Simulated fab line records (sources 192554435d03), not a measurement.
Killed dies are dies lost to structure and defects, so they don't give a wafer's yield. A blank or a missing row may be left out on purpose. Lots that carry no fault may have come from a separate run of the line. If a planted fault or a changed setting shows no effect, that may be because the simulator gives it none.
Matching of chambers / flow n5 finfet / N5_BEOL_M11_DESCUM_33 on rie diel-06 has 4 sister chambers
The step chemistry O2, time 7.9 s. 8 wafers are shown with their chamber, then 7 later ones without.

EACH WAFER AND ITS CHAMBER
wafer=L224.6; chamber=1; drypump motor current A (A)=5.5; throttle valve pct (%)=19.99
wafer=L231.2; chamber=3; drypump motor current A (A)=5.4; throttle valve pct (%)=20.16
wafer=L234.5; chamber=2; drypump motor current A (A)=5.2; throttle valve pct (%)=19.91
wafer=L239.2; chamber=1; drypump motor current A (A)=5.5; throttle valve pct (%)=20.02
wafer=L239.4; chamber=0; drypump motor current A (A)=6.2; throttle valve pct (%)=20.34
wafer=L239.6; chamber=0; drypump motor current A (A)=6.2; throttle valve pct (%)=20.35
wafer=L238.3; chamber=2; drypump motor current A (A)=5.1; throttle valve pct (%)=19.91
wafer=L238.5; chamber=3; drypump motor current A (A)=5.4; throttle valve pct (%)=20.16

WAFERS WHOSE CHAMBER IS MISSING
wafer=L238.6; drypump motor current A (A)=6.3; throttle valve pct (%)=20.34
wafer=L237.2; drypump motor current A (A)=6.3; throttle valve pct (%)=20.36
wafer=L237.3; drypump motor current A (A)=5.2; throttle valve pct (%)=19.92
wafer=L237.5; drypump motor current A (A)=5.2; throttle valve pct (%)=19.92
wafer=L246.2; drypump motor current A (A)=5.4; throttle valve pct (%)=20.20
wafer=L246.3; drypump motor current A (A)=5.5; throttle valve pct (%)=20.04
wafer=L246.4; drypump motor current A (A)=6.3; throttle valve pct (%)=20.36

THE CHAMBER EACH PASSED THROUGH
wafer=L238.6; from the rows above=0; in truth=0
wafer=L237.2; from the rows above=0; in truth=0
wafer=L237.3; from the rows above=2; in truth=2
wafer=L237.5; from the rows above=2; in truth=2
wafer=L246.2; from the rows above=3; in truth=3
wafer=L246.3; from the rows above=1; in truth=1
wafer=L246.4; from the rows above=0; in truth=0
Correctly placed: 7 of 7. Can't be placed from these rows: 0. 0 placed wrongly.
How it was worked out, from the rows above alone: a wafer's distance from a chamber is the root of the sum, over the readings, of the square of ((its reading less the chamber's mean) divided by the reading's scatter). The wafer belongs to the nearest chamber; if the next one is less than 2 further off, it can't be placed. A chamber's mean is the mean of its shown wafers. The scatter: the root of (the sum of the squares of (reading less its chamber's mean) over the shown wafers, divided by (wafers less chambers)).
